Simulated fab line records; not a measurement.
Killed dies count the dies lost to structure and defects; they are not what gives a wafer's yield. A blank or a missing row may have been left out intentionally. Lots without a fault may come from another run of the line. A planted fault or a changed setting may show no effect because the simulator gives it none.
fab line records    flow n5_finfet    part 1 of 2: steps 1 to 22 of 28
record: lots: 5  wafers: 15  last_day: 18
route steps=1938 shown MIM_TOP_LITHO@1843 MIM_TOP_ETCH@1851 MIM_BOT_LITHO@1854 MIM_BOT_ETCH@1866
lots with no fault: from the same line, run without faults
start_h: hours from the record's first day to the start of the lot's first wafer shown    wait_h: time in hours since the lot's previous step    " identical to the entry in the row above    L1.1+2: several wafers, shown together as one row    - no value, or no start given    * or withheld: withheld    < > ~ a bound
route shown NAME@n: a module of which the file shows steps, and the number in the route of the first    usual: mean/standard deviation of fault-free wafers    same: alike in all rows    chamber/n: place in a boat    sites: each site's reading    _std_site: how widely they spread, as a standard deviation    _edge_site: inner sites' mean taken away from outer sites' mean    radius_mm: how far each site lies from the wafer's centre    mask NAME#n: copy n    behind: the last tool/chamber to shape the wafer    hold: why the lot was held/for how many hours/how that ended    device: transistor that didn't switch, given as n, p or np    end of line: the same wafers' tests at the end of the route    where a step has no rows: the recipe by itself    killed: at the first sort, the dies lost to defects and structure; wafer yield is something else    map: a wafer's dies, marking killed ones x, the rest . and places with no die _
set.NAME: the run value of the setting; set.NAME@STEP: its run value at that earlier step    model.NAME: the simulator's own value behind a step, which no gauge read
certain route steps with their lots: each step a table, each wafer a row
services: from which hour (start_h, from the record's first day; less than 0 if before it) a tool's chamber was out of use, for how many hours, and why
== steps ==
step: N5_MIM_TOP_LITHO_EXPOSE_05
recipe: mask_id: MIM_TOP  na: 0.55  source_shape: conventional  sigma_outer: 0.8  polarization: unpolarized  target_cd_nm: 2000  dose_mj: 20.5
usual: stage_vel_mm_s: 499.98/0.29
lot.wafer  tool            chamber  start_h  wait_h  mask       stage_vel_mm_s
L078.2     krf_scanner-02  0        304.88   -       MIM_TOP#0  500.02
L078.3     "               0        "        "       MIM_TOP#0  500.09
L078.6     "               0        "        "       MIM_TOP#0  500.13
L084.1     krf_scanner-01  0        386.41   -       MIM_TOP#0  500.48
L084.2     "               0        "        "       MIM_TOP#0  500.43
L084.4     "               0        "        "       MIM_TOP#0  500.44
L092.1     krf_scanner-01  0        410.48   -       MIM_TOP#0  499.68
L092.2     "               0        "        "       MIM_TOP#0  499.82
L092.6     "               0        "        "       MIM_TOP#0  499.73
L090.1     krf_scanner-01  0        410.77   -       MIM_TOP#0  499.94
L090.2     "               0        "        "       MIM_TOP#0  499.88
L090.3     "               0        "        "       MIM_TOP#0  499.74
L093.3     krf_scanner-02  0        418.43   -       MIM_TOP#0  499.86
L093.4     "               0        "        "       MIM_TOP#0  500.15
L093.5     "               0        "        "       MIM_TOP#0  500.35
step: N5_MIM_TOP_LITHO_PEB_06
recipe: peb_temp_c: withheld  peb_time_s: *
usual: resist_line_temp_C: *
lot.wafer  tool            chamber  start_h  wait_h  resist_line_temp_C
L078.2     litho_track-03  0        304.93   0.0     *
L078.3     "               0        "        "       *
L078.6     "               0        "        "       *
L084.1     litho_track-05  0        386.47   0.1     *
L084.2     "               0        "        "       *
L084.4     "               0        "        "       *
L092.1     litho_track-05  0        410.54   0.1     *
L092.2     "               0        "        "       *
L092.6     "               0        "        "       *
L090.1     litho_track-01  0        410.82   0.1     *
L090.2     "               0        "        "       *
L090.3     "               0        "        "       *
L093.3     litho_track-03  0        418.48   0.0     *
L093.4     "               0        "        "       *
L093.5     "               0        "        "       *
step: N5_MIM_TOP_LITHO_DEVELOP_07
recipe: develop_time_s: 60  rinse_liquid: diw  dry: air_spin  dev_temp_c: 21
usual: resist_line_temp_C: 22.99/0.1
lot.wafer  tool            chamber  start_h  wait_h  resist_line_temp_C
L078.2     litho_track-03  0        -        -       23.15
L078.3     "               0        "        "       23.20
L078.6     "               0        "        "       23.13
L084.1     litho_track-05  0        -        -       22.80
L084.2     "               0        "        "       22.73
L084.4     "               0        "        "       22.97
L092.1     litho_track-05  0        -        -       22.99
L092.2     "               0        "        "       23.04
L092.6     "               0        "        "       22.98
L090.1     litho_track-01  0        -        -       23.06
L090.2     "               0        "        "       23.12
L090.3     "               0        "        "       23.06
L093.3     litho_track-03  0        -        -       23.07
L093.4     "               0        "        "       22.82
L093.5     "               0        "        "       22.92
step: N5_MIM_TOP_LITHO_HARDBAKE_09
recipe: temp_c: 130  time_s: 120
usual: resist_line_temp_C: 23.01/0.12
lot.wafer  tool            chamber  start_h  wait_h  resist_line_temp_C
L078.2     litho_track-03  0        -        -       23.02
L078.3     "               0        "        "       23.08
L078.6     "               0        "        "       23.32
L084.1     litho_track-05  0        -        -       22.99
L084.2     "               0        "        "       23.11
L084.4     "               0        "        "       23.13
L092.1     litho_track-05  0        -        -       23.03
L092.2     "               0        "        "       23.01
L092.6     "               0        "        "       23.08
L090.1     litho_track-01  0        -        -       22.98
L090.2     "               0        "        "       23.02
L090.3     "               0        "        "       23.06
L093.3     litho_track-03  0        -        -       22.91
L093.4     "               0        "        "       22.98
L093.5     "               0        "        "       22.97
step: N5_MIM_TOP_LITHO_CD_MEAS_08
recipe: target_cd_nm: 2000  landing_energy_ev: 500  detector: se_inlens
usual: cd_nm: 2000.2/1.7
same: landing_energy_ev: 500
lot.wafer  tool       chamber  start_h  wait_h  cd_nm
L078.2     cd_sem-03  0        305.05   -       1999.0
L078.3     "          0        "        "       1998.7
L078.6     "          0        "        "       1999.8
L084.1     cd_sem-03  0        386.59   -       2001.6
L084.2     "          0        "        "       2001.3
L084.4     "          0        "        "       2001.1
L092.1     cd_sem-01  0        410.66   -       2001.6
L092.2     "          0        "        "       2004.3
L092.6     "          0        "        "       2000.6
L090.1     cd_sem-02  0        410.94   -       2000.3
L090.2     "          0        "        "       1999.2
L090.3     "          0        "        "       2003.5
L093.3     cd_sem-01  0        418.60   -       1999.7
L093.4     "          0        "        "       1998.3
L093.5     "          0        "        "       1998.1
step: N5_MIM_TOP_LITHO_OVL_MEAS_11
recipe: points_per_wafer: 44
usual: MIM_TOP_OVL: 1/6.3
same: points_per_wafer: 44
lot.wafer  tool        chamber  start_h  wait_h  MIM_TOP_OVL[nm]
L078.2     overlay-01  0        305.08   0.0     6
L078.3     "           0        "        "       14
L078.6     "           0        "        "       12
L084.1     overlay-02  0        386.62   0.0     -1
L084.2     "           0        "        "       -15
L084.4     "           0        "        "       -5
L092.1     overlay-01  0        410.69   0.0     2
L092.2     "           0        "        "       3
L092.6     "           0        "        "       7
L090.1     overlay-02  0        410.97   0.0     -6
L090.2     "           0        "        "       -5
L090.3     "           0        "        "       -12
L093.3     overlay-02  0        418.63   0.0     -5
L093.4     "           0        "        "       6
L093.5     "           0        "        "       1
step: N5_MIM_TOP_LITHO_INSPECT_12
recipe: mode: adi  inspect_instrument: macro
usual: raw_defect_count: 2.1/1.5
lot.wafer  tool               chamber  start_h  wait_h  raw_defect_count
L078.2     defect_inspect-01  -        305.11   0.0     3
L078.3     "                  -        "        "       1
L078.6     "                  -        "        "       1
L084.1     defect_inspect-02  -        386.64   0.0     2
L084.2     "                  -        "        "       0
L084.4     "                  -        "        "       5
L092.1     defect_inspect-02  -        410.71   0.0     4
L092.2     "                  -        "        "       3
L092.6     "                  -        "        "       5
L090.1     defect_inspect-01  -        411.00   0.0     2
L090.2     "                  -        "        "       7
L090.3     "                  -        "        "       1
L093.3     defect_inspect-01  -        418.65   0.0     2
L093.4     "                  -        "        "       5
L093.5     "                  -        "        "       4
step: N5_MIM_TOP_LITHO_DESCUM_10
recipe: chemistry: O2  time_s: 7.9  source_power_w: 50  bias_power_w: 20  pressure_mtorr: 20  rf_frequency_hz: 2.712e+07  temp_c: 40  o2_flow_sccm: 225
usual: drypump_motor_current_A: 5.6/0.38  oes_product_au: 0.83/0.072  rf_vpp_V: 243.9/1.2  showerhead_plenum_p_Torr: 2.14/0.049  throttle_valve_pct: 20.23/0.25
lot.wafer  tool         chamber  start_h  wait_h  drypump_motor_current_A  oes_product_au  rf_hours_counter_h  rf_vpp_V  showerhead_plenum_p_Torr  throttle_valve_pct
L078.2     rie_diel-04  0        305.14   0.0     6.1                      0.88            66                  242.6     2.14                      20.10
L078.3     "            2        "        "       5.9                      0.70            241                 245.3     2.08                      20.65
L078.6     "            2        "        "       5.9                      0.70            -                   243.0     2.08                      20.66
L084.1     rie_diel-01  2        386.68   0.0     5.9                      0.76            138                 245.2     2.18                      20.20
L084.2     "            1        "        "       5.3                      0.94            17                  244.3     2.13                      20.17
L084.4     "            0        "        "       5.9                      0.80            91                  244.2     2.21                      20.06
L092.1     rie_diel-06  1        410.74   0.0     5.5                      0.75            158                 242.1     2.09                      20.70
L092.2     "            2        "        "       5.6                      0.83            73                  242.5     2.12                      20.07
L092.6     "            1        "        "       5.6                      0.75            -                   242.9     2.09                      20.71
L090.1     rie_diel-06  0        411.03   0.0     5.2                      0.83            86                  244.0     2.12                      19.95
L090.2     "            1        "        "       5.6                      0.75            158                 243.0     2.09                      20.71
L090.3     "            2        "        "       5.6                      0.82            73                  242.5     2.12                      20.05
L093.3     rie_diel-04  2        418.68   0.0     6.0                      0.90            22                  241.2     2.07                      20.32
L093.4     "            1        "        "       6.2                      0.93            13                  245.1     2.15                      20.68
L093.5     "            3        "        "       5.5                      0.79            -                   243.8     2.14                      20.21
step: N5_MIM_TOP_ETCH_ETCH_00
recipe: chemistry: Cl2/BCl3  target: TiN  target_depth_a: 385  ion_energy_ev: 150  pressure_mtorr: 10  icp_w: 1000  bias_w: 126  Cl2_flow_sccm: 53.25  bcl3_flow_sccm: 21.75  Ar_flow_sccm: 25
usual: drypump_motor_current_A: 5.7/0.59  he_backside_leak_sccm: 3.58/0.28  oes_product_au: 0.76/0.064  throttle_valve_pct: 22.65/0.17
lot.wafer  tool          chamber  start_h  wait_h  drypump_motor_current_A  he_backside_leak_sccm  oes_product_au  rf_hours_counter_h  throttle_valve_pct
L078.2     rie_metal-03  1        305.23   0.1     6.7                      3.80                   0.78            41                  22.57
L078.3     "             1        "        "       6.7                      3.67                   0.78            -                   22.58
L078.6     "             0        "        "       5.7                      3.27                   0.85            -                   22.46
L084.1     rie_metal-03  0        386.76   0.1     5.7                      3.24                   0.82            26                  22.47
L084.2     "             1        "        "       6.7                      3.57                   0.76            46                  22.58
L084.4     "             1        "        "       6.7                      3.59                   0.76            -                   22.59
L092.1     rie_metal-01  0        410.83   0.1     5.5                      3.53                   0.72            56                  22.74
L092.2     "             1        "        "       5.0                      3.74                   0.73            61                  22.61
L092.6     "             0        "        "       5.5                      3.45                   0.72            -                   22.73
L090.1     rie_metal-03  1        411.12   0.1     6.7                      3.55                   0.77            48                  22.59
L090.2     "             0        "        "       5.7                      3.41                   0.82            28                  22.48
L090.3     "             1        "        "       6.7                      3.67                   0.77            -                   22.57
L093.3     rie_metal-01  1        418.81   0.1     5.0                      3.61                   0.72            -                   22.61
L093.4     "             0        "        "       5.6                      3.59                   0.72            -                   22.74
L093.5     "             0        "        "       5.6                      3.59                   0.72            -                   22.74
step: N5_MIM_TOP_ETCH_STRIP_01
recipe: chemistry: O2  power_w: 600  temp_c: 60  pressure_mtorr: 30  rf_frequency_hz: 6e+07  bias_power_w: 0  overash_fraction: 0.5  o2_flow_sccm: 225
usual: drypump_motor_current_A: 5.6/0.54  oes_product_au: 0.82/0.099  rf_vpp_V: 3.6/1.3  showerhead_plenum_p_Torr: 2.11/0.076  throttle_valve_pct: 16.48/0.29
lot.wafer  tool         chamber  start_h  wait_h  drypump_motor_current_A  oes_product_au  rf_hours_counter_h  rf_vpp_V  showerhead_plenum_p_Torr  throttle_valve_pct
L078.2     rie_diel-03  0        305.41   0.1     5.1                      0.68            232                 1.9       2.15                      16.75
L078.3     "            3        "        "       5.2                      0.80            90                  1.9       2.10                      16.40
L078.6     "            0        "        "       5.1                      0.66            -                   3.9       2.14                      16.77
L084.1     rie_diel-02  0        386.90   0.1     5.0                      0.90            25                  2.0       2.15                      16.09
L084.2     "            1        "        "       6.4                      0.71            192                 4.0       2.00                      16.90
L084.4     "            2        "        "       5.5                      0.68            -                   1.9       2.16                      16.73
L092.1     rie_diel-02  0        410.97   0.1     5.0                      0.89            37                  7.1       2.14                      16.07
L092.2     "            3        "        "       6.0                      0.97            3                   3.0       2.24                      16.36
L092.6     "            0        "        "       5.1                      0.89            -                   3.8       2.14                      16.07
L090.1     rie_diel-02  3        411.26   0.1     6.0                      0.96            3                   1.6       2.24                      16.37
L090.2     "            0        "        "       5.0                      0.89            37                  3.2       2.14                      16.10
L090.3     "            1        "        "       6.5                      0.71            204                 3.4       2.00                      16.97
L093.3     rie_diel-02  3        418.91   0.1     6.0                      0.91            6                   6.2       2.24                      16.37
L093.4     "            3        "        "       6.0                      0.93            -                   4.9       2.24                      16.36
L093.5     "            1        "        "       6.4                      0.70            -                   3.7       2.00                      16.93
step: N5_MIM_TOP_ETCH_PECVD_03
recipe: material: SiNx  target_thk_a: 200  temp_c: 400  precursor: SiH4/NH3/N2  pressure_torr: 1.5  rf_w: 300  time_s: 17.6
usual: heater_power_outer_w: 502/46  heater_power_w: 829/85  showerhead_plenum_p_Torr: 5.11/0.057  showerhead_vpp_V: 1096/50  susceptor_temp_C: 399.98/0.25  throttle_valve_pct: 39.4/1.7
lot.wafer  tool      chamber  start_h  wait_h  heater_power_outer_w  heater_power_w  showerhead_plenum_p_Torr  showerhead_vpp_V  susceptor_temp_C  throttle_valve_pct
L078.2     pecvd-03  0        305.47   -       560                   860             5.08                      1038              399.58            38.8
L078.3     "         1        "        "       464                   731             5.05                      1133              399.62            38.5
L078.6     "         1        "        "       455                   710             5.06                      1138              400.05            38.5
L084.1     pecvd-03  1        386.97   -       510                   772             5.06                      1146              399.52            38.3
L084.2     "         2        "        "       525                   937             5.13                      1036              400.04            38.7
L084.4     "         1        "        "       502                   789             5.05                      1139              399.95            38.3
L092.1     pecvd-03  0        411.04   -       503                   821             5.06                      1028              399.80            39.1
L092.2     "         1        "        "       505                   802             5.05                      1137              399.86            38.6
L092.6     "         0        "        "       509                   804             5.07                      1034              399.77            39.1
L090.1     pecvd-01  2        411.32   -       506                   866             5.21                      1082              399.42            38.3
L090.2     "         1        "        "       501                   821             5.10                      1116              399.87            41.1
L090.3     "         0        "        "       547                   928             5.06                      1093              399.70            41.7
L093.3     pecvd-01  2        418.98   -       529                   868             5.21                      1086              399.49            38.3
L093.4     "         2        "        "       524                   907             5.21                      1085              399.61            38.3
L093.5     "         1        "        "       475                   763             5.11                      1129              399.83            40.9
step: N5_MIM_BOT_LITHO_HMDS_01
recipe: time_s: 60  temp_c: 120
usual: resist_line_temp_C: 23.02/0.11
lot.wafer  tool            chamber  start_h  wait_h  resist_line_temp_C
L078.2     litho_track-01  0        305.54   0.0     23.12
L078.3     "               0        "        "       23.08
L078.6     "               0        "        "       22.89
L084.1     litho_track-01  0        387.04   0.0     23.05
L084.2     "               0        "        "       22.99
L084.4     "               0        "        "       22.91
L092.1     litho_track-04  0        411.11   0.0     22.89
L092.2     "               0        "        "       22.95
L092.6     "               0        "        "       22.82
L090.1     litho_track-01  0        411.39   0.0     23.03
L090.2     "               0        "        "       22.95
L090.3     "               0        "        "       23.14
L093.3     litho_track-02  0        419.06   0.1     22.95
L093.4     "               0        "        "       23.12
L093.5     "               0        "        "       23.09
step: N5_MIM_BOT_LITHO_COAT_02
recipe: spin_rpm: *  resist_thk_nm: *
usual: resist_line_temp_C: 22.97/0.11
lot.wafer  tool            chamber  start_h  wait_h  resist_line_temp_C
L078.2     litho_track-01  0        -        -       22.93
L078.3     "               0        "        "       23.01
L078.6     "               0        "        "       23.01
L084.1     litho_track-01  0        -        -       23.19
L084.2     "               0        "        "       22.96
L084.4     "               0        "        "       23.10
L092.1     litho_track-04  0        -        -       23.04
L092.2     "               0        "        "       23.19
L092.6     "               0        "        "       23.04
L090.1     litho_track-01  0        -        -       22.87
L090.2     "               0        "        "       22.93
L090.3     "               0        "        "       22.98
L093.3     litho_track-02  0        -        -       22.92
L093.4     "               0        "        "       23.04
L093.5     "               0        "        "       23.06
step: N5_MIM_BOT_LITHO_EBR_04
recipe: solvent: PGMEA  ebr_width_mm: 1.5
usual: resist_line_temp_C: 23.00/0.11
lot.wafer  tool            chamber  start_h  wait_h  resist_line_temp_C
L078.2     litho_track-01  0        -        -       22.93
L078.3     "               0        "        "       22.88
L078.6     "               0        "        "       22.95
L084.1     litho_track-01  0        -        -       23.13
L084.2     "               0        "        "       23.03
L084.4     "               0        "        "       23.07
L092.1     litho_track-04  0        -        -       23.14
L092.2     "               0        "        "       23.01
L092.6     "               0        "        "       23.17
L090.1     litho_track-01  0        -        -       23.05
L090.2     "               0        "        "       23.02
L090.3     "               0        "        "       22.94
L093.3     litho_track-02  0        -        -       22.84
L093.4     "               0        "        "       22.83
L093.5     "               0        "        "       22.80
step: N5_MIM_BOT_LITHO_SOFTBAKE_03
recipe: temp_c: 100  time_s: 90
usual: resist_line_temp_C: 23.01/0.12
lot.wafer  tool            chamber  start_h  wait_h  resist_line_temp_C
L078.2     litho_track-01  0        -        -       23.22
L078.3     "               0        "        "       23.26
L078.6     "               0        "        "       23.05
L084.1     litho_track-01  0        -        -       23.10
L084.2     "               0        "        "       23.13
L084.4     "               0        "        "       23.04
L092.1     litho_track-04  0        -        -       23.18
L092.2     "               0        "        "       23.05
L092.6     "               0        "        "       23.07
L090.1     litho_track-01  0        -        -       23.12
L090.2     "               0        "        "       23.11
L090.3     "               0        "        "       23.09
L093.3     litho_track-02  0        -        -       22.98
L093.4     "               0        "        "       23.00
L093.5     "               0        "        "       23.07
step: N5_MIM_BOT_LITHO_EXPOSE_05
recipe: mask_id: MIM_BOT  na: 0.55  source_shape: conventional  sigma_outer: 0.8  polarization: unpolarized  dose_mj: 24.25
usual: stage_vel_mm_s: 500.01/0.23
lot.wafer  tool            chamber  start_h  wait_h  mask       stage_vel_mm_s
L078.2     krf_scanner-01  0        305.66   -       MIM_BOT#0  500.16
L078.3     "               0        "        "       MIM_BOT#0  500.26
L078.6     "               0        "        "       MIM_BOT#0  500.21
L084.1     krf_scanner-02  0        387.27   -       MIM_BOT#0  500.00
L084.2     "               0        "        "       MIM_BOT#0  500.17
L084.4     "               0        "        "       MIM_BOT#0  500.26
L092.1     krf_scanner-01  0        411.21   -       MIM_BOT#0  499.88
L092.2     "               0        "        "       MIM_BOT#0  499.84
L092.6     "               0        "        "       MIM_BOT#0  499.73
L090.1     krf_scanner-02  0        411.63   -       MIM_BOT#0  499.28
L090.2     "               0        "        "       MIM_BOT#0  499.47
L090.3     "               0        "        "       MIM_BOT#0  499.52
L093.3     krf_scanner-01  0        419.18   -       MIM_BOT#0  499.90
L093.4     "               0        "        "       MIM_BOT#0  500.49
L093.5     "               0        "        "       MIM_BOT#0  500.09
step: N5_MIM_BOT_LITHO_PEB_06
recipe: peb_temp_c: withheld  peb_time_s: *
usual: resist_line_temp_C: *
lot.wafer  tool            chamber  start_h  wait_h  resist_line_temp_C
L078.2     litho_track-04  0        305.71   0.0     *
L078.3     "               0        "        "       *
L078.6     "               0        "        "       *
L084.1     litho_track-01  0        387.33   0.1     *
L084.2     "               0        "        "       *
L084.4     "               0        "        "       *
L092.1     litho_track-04  0        411.27   0.1     *
L092.2     "               0        "        "       *
L092.6     "               0        "        "       *
L090.1     litho_track-04  0        411.68   0.1     *
L090.2     "               0        "        "       *
L090.3     "               0        "        "       *
L093.3     litho_track-02  0        419.22   0.0     *
L093.4     "               0        "        "       *
L093.5     "               0        "        "       *
step: N5_MIM_BOT_LITHO_DEVELOP_07
recipe: develop_time_s: 60  rinse_liquid: diw  dry: air_spin  dev_temp_c: 21
usual: resist_line_temp_C: 22.99/0.11
lot.wafer  tool            chamber  start_h  wait_h  resist_line_temp_C
L078.2     litho_track-04  0        -        -       22.97
L078.3     "               0        "        "       22.95
L078.6     "               0        "        "       22.93
L084.1     litho_track-01  0        -        -       23.04
L084.2     "               0        "        "       23.23
L084.4     "               0        "        "       22.95
L092.1     litho_track-04  0        -        -       23.11
L092.2     "               0        "        "       23.10
L092.6     "               0        "        "       23.22
L090.1     litho_track-04  0        -        -       22.96
L090.2     "               0        "        "       23.04
L090.3     "               0        "        "       22.94
L093.3     litho_track-02  0        -        -       22.95
L093.4     "               0        "        "       23.06
L093.5     "               0        "        "       23.15
step: N5_MIM_BOT_LITHO_HARDBAKE_09
recipe: temp_c: 130  time_s: 120
usual: resist_line_temp_C: 23.01/0.11
lot.wafer  tool            chamber  start_h  wait_h  resist_line_temp_C
L078.2     litho_track-04  0        -        -       23.12
L078.3     "               0        "        "       23.06
L078.6     "               0        "        "       23.07
L084.1     litho_track-01  0        -        -       23.16
L084.2     "               0        "        "       23.12
L084.4     "               0        "        "       23.15
L092.1     litho_track-04  0        -        -       23.08
L092.2     "               0        "        "       23.03
L092.6     "               0        "        "       23.05
L090.1     litho_track-04  0        -        -       22.91
L090.2     "               0        "        "       22.79
L090.3     "               0        "        "       23.03
L093.3     litho_track-02  0        -        -       22.94
L093.4     "               0        "        "       23.14
L093.5     "               0        "        "       22.90
step: N5_MIM_BOT_LITHO_CD_MEAS_08
recipe: target_cd_nm: 3000  landing_energy_ev: 500  detector: se_inlens  polarity: opening
usual: cd_nm: 2999.4/2.1
same: landing_energy_ev: 500
lot.wafer  tool       chamber  start_h  wait_h  cd_nm
L078.2     cd_sem-01  0        305.83   -       3000.8
L078.3     "          0        "        "       2998.7
L078.6     "          0        "        "       3000.7
L084.1     cd_sem-01  0        387.45   -       3000.4
L084.2     "          0        "        "       2996.7
L084.4     "          0        "        "       2997.3
L092.1     cd_sem-01  0        411.39   -       3001.7
L092.2     "          0        "        "       3000.6
L092.6     "          0        "        "       3000.8
L090.1     cd_sem-01  0        411.80   -       3002.5
L090.2     "          0        "        "       3001.5
L090.3     "          0        "        "       2998.4
L093.3     cd_sem-01  0        419.34   -       3002.4
L093.4     "          0        "        "       2998.0
L093.5     "          0        "        "       2997.6
step: N5_MIM_BOT_LITHO_OVL_MEAS_11
recipe: points_per_wafer: 44
usual: MIM_BOT_OVL: -1/4.9
same: points_per_wafer: 44
lot.wafer  tool        chamber  start_h  wait_h  MIM_BOT_OVL[nm]
L078.2     overlay-01  0        305.86   0.0     0
L078.3     "           0        "        "       -9
L078.6     "           0        "        "       1
L084.1     overlay-02  0        387.48   0.0     -7
L084.2     "           0        "        "       2
L084.4     "           0        "        "       2
L092.1     overlay-02  0        411.42   0.0     1
L092.2     "           0        "        "       -3
L092.6     "           0        "        "       5
L090.1     overlay-02  0        411.83   0.0     2
L090.2     "           0        "        "       1
L090.3     "           0        "        "       4
L093.3     overlay-02  0        419.37   0.0     -1
L093.4     "           0        "        "       -1
L093.5     "           0        "        "       -5
step: N5_MIM_BOT_LITHO_INSPECT_12
recipe: mode: adi  inspect_instrument: macro
usual: raw_defect_count: 2/1.4
lot.wafer  tool               chamber  start_h  wait_h  raw_defect_count
L078.2     defect_inspect-01  -        305.88   0.0     2
L078.3     "                  -        "        "       1
L078.6     "                  -        "        "       0
L084.1     defect_inspect-01  -        387.50   0.0     4
L084.2     "                  -        "        "       1
L084.4     "                  -        "        "       1
L092.1     defect_inspect-01  -        411.44   0.0     0
L092.2     "                  -        "        "       0
L092.6     "                  -        "        "       1
L090.1     defect_inspect-01  -        411.86   0.0     1
L090.2     "                  -        "        "       3
L090.3     "                  -        "        "       4
L093.3     defect_inspect-02  -        419.40   0.0     2
L093.4     "                  -        "        "       1
L093.5     "                  -        "        "       1
